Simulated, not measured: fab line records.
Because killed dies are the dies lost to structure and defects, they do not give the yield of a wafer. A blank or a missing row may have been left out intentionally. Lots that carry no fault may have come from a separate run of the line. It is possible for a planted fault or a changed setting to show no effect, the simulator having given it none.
The tool behind it: which one? ; flow nand_harc ; 18 wafers from 6 lots sampled at 2 of the route's 1159 steps

WHAT THE GAUGES READ, wafer by wafer
NHARC_A_BONDPAD_THK_MEAS_30: measures by ellipsometry.
lot;measured;on;thk_nm (nm)
L754;day 19 06:58;film_metro-01;200.0 200.5 199.9
L758;day 20 08:44;film_metro-01;196.7 201.8 202.1
L759;day 21 05:52;film_metro-01;203.3 200.7 201.0
L762;day 22 10:20;film_metro-01;200.3 195.8 200.8
L765;day 22 15:56;film_metro-01;201.5 200.2 200.1
L770;day 23 07:32;film_metro-02;200.3 199.1 202.2

EACH LOT AND THE TOOL THAT RAN IT (in order: tool; ch and the chambers of the sampled wafers; start)
lot;NHARC_A_BONDPAD_CMP_29
L754;cmp-04 ch 0,2,3, day 19 06:43
L758;cmp-02 ch 0,1,2, day 20 08:30
L759;cmp-04 ch 0,2,3, day 21 05:38
L762;cmp-01 ch 0,2,3, day 22 10:06
L765;cmp-04 ch 2,3, day 22 15:40
L770;cmp-04 ch 0,1, day 23 07:17
- NHARC_A_BONDPAD_CMP_29: polishes SiCN, target thk 200 nm.

THE ANSWER, worked out from the rows above alone
Rule: the lots themselves supply what counts as usual. The widest of any qualifying gaps counts: lots, ordered by their means at a reading, are off when they make up no more than a third of the lots, leave a main group of 4 or more, and stand apart from it by 3 or more times the standard deviation of that group's means. Not used: any main group whose means are identical at the precision the tables above print for the reading. A lot without any number at a reading at which 4 lots or more have one is off too. Any other lot the step has rows for is counted as sound.
No lot is off on any of the readings shown, so nothing can be concluded from this.

WHAT HAD BEEN PUT IN BY THE SIMULATOR
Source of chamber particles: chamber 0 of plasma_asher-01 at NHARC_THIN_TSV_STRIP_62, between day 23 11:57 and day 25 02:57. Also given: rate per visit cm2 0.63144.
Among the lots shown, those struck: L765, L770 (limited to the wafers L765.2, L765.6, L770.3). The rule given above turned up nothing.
